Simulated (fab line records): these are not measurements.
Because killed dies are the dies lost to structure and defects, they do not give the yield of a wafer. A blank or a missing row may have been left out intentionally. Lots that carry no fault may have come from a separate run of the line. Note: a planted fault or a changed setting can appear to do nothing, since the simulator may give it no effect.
Comparing a struck lot with a sound one	flow n5 finfet	40 out of 1938 route steps
Sound: the wafers L561.1, L561.3, L561.4. Struck: wafers L568.1, L568.2, L568.4. Last of all comes the cause.
Each step with rows lists, per side, the tool, then ch with its chambers, then its first start. Under that, the readings that differ: sound wafers	struck wafers	difference of the means	sigmas: that difference in standard deviations of wafers without a fault.
alike: words and numbers the same on both sides, and readings whose means are apart by under 2 such deviations; not compared: readings that were withheld, readings missing a value for some wafer, numbers with overlapping values and no deviation given by the record, and bounds like >300 which may hide the same value.
Wherever a step has rows on one side only, a row that says differs or no value, or a row with sigmas, the two part there. When numbers do not overlap yet have no deviation, they are printed without sigmas and do not part them. A reading missing from all wafers of one side parts the sides only when that side holds two or more wafers.

N5_SD_EPI_P_ETCH_36: etches SiARC in CF4, target depth 45.5 nm, time 75.8 s.
  sound on rie diel-02 ch 0,1,2, day 3 21:44; struck on rie diel-06 ch 0,1,3, day 5 13:38
  alike: bias w, drypump motor current A, etch rf on time s, oes product au, rf vpp V, showerhead plenum p Torr, throttle valve pct
  not compared: rf hours counter h
then, 4 steps without rows for these wafers: N5_SD_EPI_P_ETCH_37 (etches SOC in N2/H2, overetch 108 nm, time 486 s); N5_SD_EPI_P_STRIP_38 (strips in N2/H2); N5_SD_EPI_P_ETCHBACK_46 (etches SiNx in CH3F/O2, stops on SiO2, target depth 17.5 nm); N5_SD_EPI_P_ETCH_47 (etches SiOCN in CH3F/O2, target depth 25 nm).
N5_SD_EPI_P_ETCH_16: etches SiO2 in CHF3/O2, target depth 5 nm.
  sound on rie diel-02 ch 0,1,2, day 3 22:19; struck on rie diel-06 ch 0,1,3, day 5 14:13
  alike: O2_flow_sccm, bias w, drypump motor current A, oes_o_777_au, oes product au, rf vpp V, showerhead plenum p Torr, throttle valve pct
  not compared: rf hours counter h
then, 6 steps without rows for these wafers: N5_SD_EPI_P_STRIP_50 (strips in CHF3/O2); N5_SD_EPI_P_SD_RECESS_17 (chemistry HBr/Cl2/O2, target depth 39.1 nm, bt time 3 s); N5_SD_EPI_P_WET_ETCH_45 (etches SiO2 in dHF, time 10.7 s, target depth 2 nm, rinse time 30 s); N5_SD_EPI_P_STRIP_40 (strips in N2/H2); N5_SD_EPI_P_PRECLEAN_52 (cleans in O3/DIW, time 60 s); N5_SD_EPI_P_SRD_20 (time 30 s).
N5_SD_EPI_P_PRECLEAN_51: cleans in NF3:NH3, afs cycles 1, time 20 s, sublimation time 60 s.
  struck on epi rpcvd-03, day 5 14:37; sound on epi rpcvd-02 ch 0, day 3 22:42
  no value came back on the struck wafers for afs cycles, chamber pressure Torr (Torr), time s (s); on the sound wafers afs cycles reads 1 1 1
reading	sound	struck	difference	sigmas
model.SiNx_of_SD_EPI_N_LINER_46.thk nm (nm)	2.6 2.6 2.6	3 3 3	+0	
then, 1 step without rows for these wafers: N5_SD_EPI_P_VAPOR_ETCH_44 (etches SiGe30 in NF3/Ar, time 3.3 s).
N5_SD_EPI_P_EPI_21: deposits SiGe:B, time 355 s.
  sound on epi rpcvd-02 ch 0, day 3 23:04; struck on epi rpcvd-03 ch 0, day 5 15:05
reading	sound	struck	difference	sigmas
model.SiGe-B_of_SD_EPI_P_EPI_21.thk nm (nm)	62.2 63 62	0.6 2 1.2	-61.1	
then, 6 steps without rows for these wafers: N5_SD_EPI_P_HM_STRIP_48 (strips SiNx in H3PO4, material SiNx, target depth 3 nm); N5_SD_EPI_P_SRD_49 (time 30 s); N5_SD_EPI_P_PRECLEAN_24 (cleans in O3/DIW, time 45 s); N5_SD_EPI_P_PRECLEAN_32 (cleans in dHF, time 10 s); N5_SD_EPI_P_PRECLEAN_33 (cleans in SC2, time 45 s); N5_SD_EPI_P_SRD_25 (time 30 s).
N5_SD_EPI_P_INSPECT_26: inspects for defects (darkfield).
  struck on defect inspect-02, day 5 18:11; sound on defect inspect-02, day 4 01:26
  alike: raw defect count
then, 2 steps without rows for these wafers: N5_SD_ACTIVATION_RTA_00 (time 0 s); N5_SD_ACTIVATION_LSA_01 (time 0.0008 s).
N5_SD_ACTIVATION_INSPECT_02: inspects for defects (darkfield).
  struck on defect inspect-01, day 5 18:56; sound on defect inspect-01, day 4 02:11
  alike: raw defect count
N5_ILD0_LINER_00: material SiNx, target thk 4 nm, pulse time 1 s, purge time 2 s.
  sound on ald sin-03 ch 0,1,2, day 4 02:13; struck on ald sin-01 ch 1,2,3, day 5 19:27
  alike: heater power w, precursor pulse height rel
then, 3 steps without rows for these wafers: N5_ILD0_FCVD_FILL_01 (material SiO2 flowable, target thk 200 nm, time 328.3 s); N5_ILD0_CURE_02 (time 1800 s); N5_ILD0_CMP_03 (polishes, stops on SiNx, t overpolish 1.9 s, target thk 197.38 nm).
N5_ILD0_THK_MEAS_04:
  struck on film metro-02, day 5 22:07; sound on film metro-02, day 4 04:53
  alike: thk nm
N5_ILD0_CMP_07: polishes SiO2 flowable, stops on poly-Si, t overpolish 1.18 s, target thk 138.88 nm.
  sound on cmp-04 ch 0,1,2, day 4 04:55; struck on cmp-03 ch 0,1,2, day 5 22:08
  alike: motor current A, platen rpm
N5_ILD0_THK_MEAS_08:
  struck on film metro-01, day 5 22:26; sound on film metro-02, day 4 05:13
  alike: thk nm
then, 3 steps without rows for these wafers: N5_ILD0_PRECLEAN_10 (cleans in NF3:NH3, afs cycles 5, time 20 s, sublimation time 60 s); N5_ILD0_ALD_15 (deposits SiNx, target thk 24 nm, pulse time 1 s, ald cycles 480); N5_ILD0_CMP_12 (polishes SiNx, stops on poly-Si, t overpolish 6 s, target thk 17.67 nm).
N5_ILD0_THK_MEAS_13:
  struck on film metro-01, day 6 01:39; sound on film metro-02, day 4 08:31
  alike: thk nm
N5_ILD0_INSPECT_06: inspects for defects (darkfield).
  struck on defect inspect-02, day 6 01:40; sound on defect inspect-02, day 4 08:33
  alike: raw defect count
N5_SDB_HM_DEP_00: deposits SiNx from SiH4/NH3/N2, target thk 40 nm, time 35.3 s.
  sound on pecvd-01 ch 1,2, day 4 08:35; struck on pecvd-02 ch 0,1,2, day 6 01:43
  alike: heater power w, showerhead plenum p Torr, throttle valve pct
then, 1 step without rows for these wafers: N5_SDB_COAT_03 (time 60 s, resist thk 100 nm).
N5_MOL_CONTACT_COAG_ETCH_110: etches Si in CF4/O2, target depth 2.5 nm, time 8 s.
  sound on rie diel-05 ch 0,1,3, day 5 06:49; struck on rie diel-05 ch 0,1,2, day 7 04:38
reading	sound	struck	difference	sigmas
model.SiGe-B_of_SD_EPI_P_EPI_21.thk nm (nm)	59.4 60 59	0.6 2 1.2	-58.2	
  alike: O2_flow_sccm, bias w, drypump motor current A, oes_o_777_au, oes product au, rf vpp V, showerhead plenum p Torr, throttle valve pct
  not compared: rf hours counter h

## WHERE THEY PART
At N5_SD_EPI_P_PRECLEAN_51 and nowhere else, as far as this record goes. Later steps at which nothing parts them and some readings are alike: N5_SD_EPI_P_INSPECT_26, N5_SD_ACTIVATION_INSPECT_02, N5_ILD0_LINER_00, N5_ILD0_THK_MEAS_04, N5_ILD0_CMP_07, N5_ILD0_THK_MEAS_08, N5_ILD0_THK_MEAS_13, N5_ILD0_INSPECT_06, N5_SDB_HM_DEP_00, N5_MOL_CONTACT_COAG_ETCH_110.

WHY: the cause the simulator had injected
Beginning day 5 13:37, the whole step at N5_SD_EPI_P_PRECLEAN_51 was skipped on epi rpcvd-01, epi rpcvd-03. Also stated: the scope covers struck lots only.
